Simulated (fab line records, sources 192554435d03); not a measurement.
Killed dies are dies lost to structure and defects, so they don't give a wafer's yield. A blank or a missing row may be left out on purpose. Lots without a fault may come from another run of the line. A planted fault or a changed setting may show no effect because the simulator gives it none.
Chamber matching | flow n5_finfet | N5_BEOL_M0_SAQP_PECVD_00 on pecvd-01: 3 sister chambers
The step deposits SiCN from 3MS/NH3, target thk 8 nm, time 14 s. 20 wafers are shown with their chamber, then 10 later ones without.

WAFERS WITH THEIR CHAMBER
wafer  | chamber | throttle_valve_pct (%) | showerhead_plenum_p_Torr (Torr)
L075.3 | 1       | 10.0                   | 3.655
L075.5 | 2       | 8.6                    | 3.643
L075.6 | 1       | 9.9                    | 3.646
L078.1 | 0       | 10.1                   | 3.644
L078.3 | 2       | 8.9                    | 3.625
L078.5 | 2       | 9.3                    | 3.637
L079.3 | 1       | 9.9                    | 3.647
L079.4 | 0       | 10.4                   | 3.623
L079.6 | 2       | 8.8                    | 3.633
L082.1 | 0       | 10.4                   | 3.643
L082.3 | 2       | 8.8                    | 3.635
L082.4 | 2       | 8.9                    | 3.640
L084.1 | 2       | 8.9                    | 3.640
L084.3 | 0       | 10.4                   | 3.643
L084.4 | 1       | 9.9                    | 3.664
L085.3 | 0       | 10.0                   | 3.636
L085.4 | 0       | 10.0                   | 3.638
L085.6 | 1       | 9.8                    | 3.654
L089.3 | 1       | 9.6                    | 3.658
L089.5 | 2       | 8.6                    | 3.637

SIGNATURES (means of the wafers above)
reading                  | chamber 0 | chamber 1 | chamber 2 | scatter within a chamber
throttle_valve_pct       | 10.217    | 9.850     | 8.850     | 0.195
showerhead_plenum_p_Torr | 3.63783   | 3.65400   | 3.63625   | 0.00668
Rule: a wafer's distance from a chamber is the root of the sum, over the readings, of the square of ((its reading less the chamber's mean) divided by the reading's scatter). The wafer belongs to the nearest chamber; if the next one is less than 2 further off, it can't be placed. The scatter: the root of (the sum of the squares of (reading less its chamber's mean) over the shown wafers, divided by (wafers less chambers)).

WAFERS WITHOUT THEIR CHAMBER
wafer  | throttle_valve_pct (%) | showerhead_plenum_p_Torr (Torr)
L089.6 | 9.9                    | 3.655
L090.1 | 10.0                   | 3.639
L090.2 | 9.0                    | 3.631
L090.4 | 8.7                    | 3.639
L094.1 | 10.2                   | 3.640
L094.3 | 9.9                    | 3.650
L094.4 | 10.4                   | 3.641
L095.1 | 10.4                   | 3.635
L095.2 | 10.0                   | 3.665
L095.5 | 10.4                   | 3.635

WHICH CHAMBER EACH WENT THROUGH
wafer  | from the rows above     | in truth
L089.6 | 1                       | 1
L090.1 | can't be placed: 0 or 1 | 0
L090.2 | 2                       | 2
L090.4 | 2                       | 2
L094.1 | 0                       | 0
L094.3 | can't be placed: 1 or 0 | 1
L094.4 | 0                       | 0
L095.1 | 0                       | 0
L095.2 | 1                       | 1
L095.5 | 0                       | 0
Placed correctly: 8 of 10. Can't be placed from these rows: 2 (the true chamber is among the candidates in 2). Placed wrongly: 0.
